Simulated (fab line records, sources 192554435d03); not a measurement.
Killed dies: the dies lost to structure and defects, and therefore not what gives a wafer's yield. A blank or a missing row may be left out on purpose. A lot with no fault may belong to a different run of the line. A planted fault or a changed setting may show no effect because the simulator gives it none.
Comparing a struck lot with a sound one / flow n5Finfet / 17 out of 1938 route steps
Sound: wafers L927.2, L927.4, L927.5. Struck: wafer L938.5; the same lot's L938.6 was not struck, so it is left out; see the end for the cause.
Each step with rows lists, per side, the tool, then ch with its chambers, then its first start. Under that, the readings that differ: sound wafers / struck wafers / difference of the means / sigmas: that difference in standard deviations of wafers without a fault.
alike: words and numbers the same on both sides, and readings whose means are apart by under 2 such deviations; not compared: readings that were withheld, readings missing a value for some wafer, numbers with overlapping values and no deviation given by the record, and bounds like >300 which may hide the same value.
A row with sigmas, a row that says differs or no value, or rows on one side alone: a step with any of these is where the two part. Numbers that have no deviation but don't overlap get no sigmas and don't part them. A reading that every wafer of one side lacks parts them only if that side has two wafers or more.

N5_MOL_CONTACT_COAG_INSPECT_42: inspects for defects (brightfield).
  sound: defectInspect-02 at day 7 03:03; struck: defectInspect-01 at day 9 18:54
reading=rawDefectCount; sound=186 186 148; struck=339; difference=+166; sigmas=+3
then, 3 steps without rows for these wafers: N5_MOL_CONTACT_COAG_DESCUM_45 (chemistry O2, time 7 s); N5_MOL_CONTACT_COAG_ETCH_65 (etches underlayer in N2/H2, target depth 13 nm, time 10.4 s); N5_MOL_CONTACT_COAG_ETCH_66 (etches SiARC in CF4, target depth 13 nm, time 21.7 s).
N5_MOL_CONTACT_COAG_ALD_133: deposits SiO2, target thk 5 nm, pulse time 1 s, co reactant pulse time 1 s.
  sound on aldSin-02 ch 0,2, day 7 03:16; struck on aldSin-01 ch 2, day 9 19:08
  alike: heaterPowerW, precursorPulseHeightRel
N5_MOL_CONTACT_COAG_ETCHBACK_134: etches SiO2 in CHF3, target depth 10 nm, time 6.7 s.
  sound on rieDiel-03 ch 2,3, day 7 03:27; struck on rieDiel-03 ch 1, day 9 19:16
  alike: chamberPressureMTorr, drypumpMotorCurrentA, oesProductAu, rfVppV, showerheadPlenumPTorr, throttleValvePct
  not compared: rfHoursCounterH
N5_MOL_CONTACT_COAG_ETCH_67: etches SOC in N2/H2, target depth 60 nm, overetch 21 nm, time 101.2 s.
  sound on rieDiel-03 ch 2,3, day 7 03:29; struck on rieDiel-03 ch 1, day 9 19:19
  alike: chamberPressureMTorr, drypumpMotorCurrentA, oesProductAu, rfVppV, showerheadPlenumPTorr, throttleValvePct
  not compared: rfHoursCounterH
then, 4 steps without rows for these wafers: N5_MOL_CONTACT_COAG_STRIP_68 (strips in N2/H2); N5_MOL_CONTACT_COAG_STRIP_69 (strips in N2/H2); N5_MOL_CONTACT_COAG_ETCHBACK_136 (etches SiO2 in CHF3, target depth 25 nm, time 16.7 s); N5_MOL_CONTACT_COAG_STRIP_120 (strips in CHF3).
N5_MOL_CONTACT_COAG_VIA_ETCH_117: etches SiO2 in C4F6/O2, target depth 40 nm, overetch 8 nm, time 26 s.
  sound on rieDiel-03 ch 2,3, day 7 03:36; struck on rieDiel-03 ch 1, day 9 19:25
  alike: O2_flow_sccm, chamberPressureMTorr, drypumpMotorCurrentA, oesProductAu, rfVppV, showerheadPlenumPTorr, throttleValvePct
  not compared: rfHoursCounterH
N5_MOL_CONTACT_COAG_ETCH_124: etches SiNx in CH3F/O2, stops on SiOC, target depth 6.5 nm.
  sound on rieDiel-03 ch 2,3, day 7 03:38; struck on rieDiel-03 ch 1, day 9 19:27
reading=model.SOC_of_MOL_CONTACT_COAG_COAT_62.thkNm (nm); sound=48.8 48.6 48.2; struck=49.2; difference=+0.7; sigmas=
  alike: O2_flow_sccm, chamberPressureMTorr, drypumpMotorCurrentA, oesProductAu, rfVppV, showerheadPlenumPTorr, throttleValvePct
  not compared: rfHoursCounterH
N5_MOL_CONTACT_COAG_ETCH_48: etches SiOC in C4F6/O2, target depth 15 nm, overetch 4.5 nm, time 17 s.
  sound on rieDiel-03 ch 2,3, day 7 03:40; struck on rieDiel-03 ch 1, day 9 19:30
reading=O2_flow_sccm (sccm); sound=9.97 9.97 9.99; struck=10.09; difference=+0.11; sigmas=+4
reading=model.SOC_of_MOL_CONTACT_COAG_COAT_62.thkNm (nm); sound=46 46 45.6; struck=46.6; difference=+0.7; sigmas=
  alike: chamberPressureMTorr, drypumpMotorCurrentA, oesProductAu, rfVppV, showerheadPlenumPTorr, throttleValvePct
  not compared: rfHoursCounterH
N5_MOL_CONTACT_COAG_STRIP_72: strips in N2/H2.
  sound on rieDiel-03 ch 2,3, day 7 03:44; struck on rieDiel-03 ch 1, day 9 19:33
  alike: chamberPressureMTorr, drypumpMotorCurrentA, oesProductAu, rfVppV, showerheadPlenumPTorr, throttleValvePct
  not compared: rfHoursCounterH
-- the record jumps here: 4 days lie between the struck wafers' starts before and after (it left off in module MOL_CONTACT_COAG and takes up again in module BEOL_M4, whose first step shown is number 1111 of the route) --
N5_BEOL_M4_RC_MEAS_101:
  sound on prober-01 ch 0, day 10 09:18; struck on prober-02 ch 0, day 13 17:28
reading=SS_N (mV/dec); sound=71.8 72.0 72.7; struck=71.1; difference=-1.1; sigmas=-2
  alike: DIBL_N, DIBL_P, IOFF_N, IOFF_P, ION_N, ION_P, SS_P, VT_N, VT_P
-- the record jumps here: 4 days lie between the struck wafers' starts before and after (it left off in module BEOL_M4 and takes up again in module PASSIVATION, whose first step shown is number 1936 of the route) --
N5_PASSIVATION_PROBE_49:
  the record has rows for the struck wafers here (prober-01, day 18 04:08) and none for the sound ones

WHERE THEY PART
Earliest at N5_MOL_CONTACT_COAG_INSPECT_42; latest, in this record, at N5_PASSIVATION_PROBE_49.

WHY: what the simulator had put in
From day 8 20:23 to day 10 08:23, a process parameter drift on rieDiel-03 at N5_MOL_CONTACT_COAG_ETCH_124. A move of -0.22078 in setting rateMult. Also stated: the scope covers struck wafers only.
